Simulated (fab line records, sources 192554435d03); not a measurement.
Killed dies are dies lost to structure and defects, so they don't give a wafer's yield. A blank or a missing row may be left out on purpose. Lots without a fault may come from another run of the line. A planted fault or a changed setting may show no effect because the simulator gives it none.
Chamber matching | flow n5_finfet | N5_BEOL_M0_SAQP_STRIP_108 on rie_diel-06: 4 sister chambers
The step strips in N2/H2. 27 wafers are shown with their chamber, then 12 later ones without.

WAFERS WITH THEIR CHAMBER
wafer  | chamber | showerhead_plenum_p_Torr (Torr) | drypump_motor_current_A (A) | throttle_valve_pct (%)
L074.1 | 2       | 3.46                            | 5.2                         | 18.7
L074.5 | 0       | 3.30                            | 6.0                         | 18.6
L074.6 | 3       | 3.11                            | 6.3                         | 18.4
L078.1 | 3       | 3.11                            | 6.3                         | 18.4
L078.2 | 1       | 3.45                            | 5.7                         | 18.7
L078.4 | 1       | 3.45                            | 5.7                         | 18.7
L079.4 | 3       | 3.11                            | 6.3                         | 18.4
L079.5 | 1       | 3.45                            | 5.8                         | 18.7
L079.6 | 0       | 3.30                            | 5.9                         | 18.2
L080.1 | 1       | 3.45                            | 5.8                         | 18.7
L080.5 | 0       | 3.30                            | 5.9                         | 18.2
L080.6 | 3       | 3.10                            | 6.3                         | 18.4
L083.1 | 2       | 3.45                            | 5.2                         | 18.8
L083.4 | 0       | 3.30                            | 5.9                         | 18.2
L083.5 | 1       | 3.45                            | 5.7                         | 18.7
L084.2 | 1       | 3.45                            | 5.7                         | 18.7
L084.3 | 3       | 3.10                            | 6.3                         | 18.4
L084.6 | 0       | 3.29                            | 5.9                         | 18.3
L085.1 | 2       | 3.45                            | 5.3                         | 18.8
L085.4 | 0       | 3.29                            | 5.9                         | 18.3
L085.5 | 2       | 3.45                            | 5.2                         | 18.8
L088.3 | 3       | 3.10                            | 6.3                         | 18.4
L088.4 | 0       | 3.29                            | 5.9                         | 18.3
L088.5 | 1       | 3.44                            | 5.7                         | 18.7
L090.1 | 0       | 3.29                            | 5.9                         | 18.3
L090.4 | 3       | 3.09                            | 6.3                         | 18.4
L090.5 | 1       | 3.44                            | 5.7                         | 18.7

SIGNATURES (means of the wafers above)
reading                  | chamber 0 | chamber 1 | chamber 2 | chamber 3 | scatter within a chamber
showerhead_plenum_p_Torr | 3.2950    | 3.4475    | 3.4525    | 3.1029    | 0.00578
drypump_motor_current_A  | 5.913     | 5.725     | 5.225     | 6.300     | 0.0369
throttle_valve_pct       | 18.300    | 18.700    | 18.775    | 18.400    | 0.0745
Rule: a wafer's distance from a chamber is the root of the sum, over the readings, of the square of ((its reading less the chamber's mean) divided by the reading's scatter). The wafer belongs to the nearest chamber; if the next one is less than 2 further off, it can't be placed. The scatter: the root of (the sum of the squares of (reading less its chamber's mean) over the shown wafers, divided by (wafers less chambers)).

WAFERS WITHOUT THEIR CHAMBER
wafer  | showerhead_plenum_p_Torr (Torr) | drypump_motor_current_A (A) | throttle_valve_pct (%)
L093.1 | 3.44                            | 5.7                         | 18.7
L093.3 | 3.09                            | 6.3                         | 18.4
L093.4 | 3.44                            | 5.7                         | 18.7
L095.1 | 3.28                            | 5.9                         | 18.3
L095.4 | 3.44                            | 5.2                         | 18.4
L095.6 | 3.28                            | 5.9                         | 18.3
L096.3 | 3.09                            | 6.3                         | 18.4
L096.4 | 3.28                            | 5.9                         | 18.3
L096.5 | 3.09                            | 6.3                         | 18.4
L097.3 | 3.43                            | 5.8                         | 18.8
L097.4 | 3.28                            | 5.9                         | 18.3
L097.6 | 3.44                            | 5.2                         | 18.4

WHICH CHAMBER EACH WENT THROUGH
wafer  | from the rows above | in truth
L093.1 | 1                   | 1
L093.3 | 3                   | 3
L093.4 | 1                   | 1
L095.1 | 0                   | 0
L095.4 | 2                   | 2
L095.6 | 0                   | 0
L096.3 | 3                   | 3
L096.4 | 0                   | 0
L096.5 | 3                   | 3
L097.3 | 1                   | 1
L097.4 | 0                   | 0
L097.6 | 2                   | 2
Placed correctly: 12 of 12. Can't be placed from these rows: 0. Placed wrongly: 0.
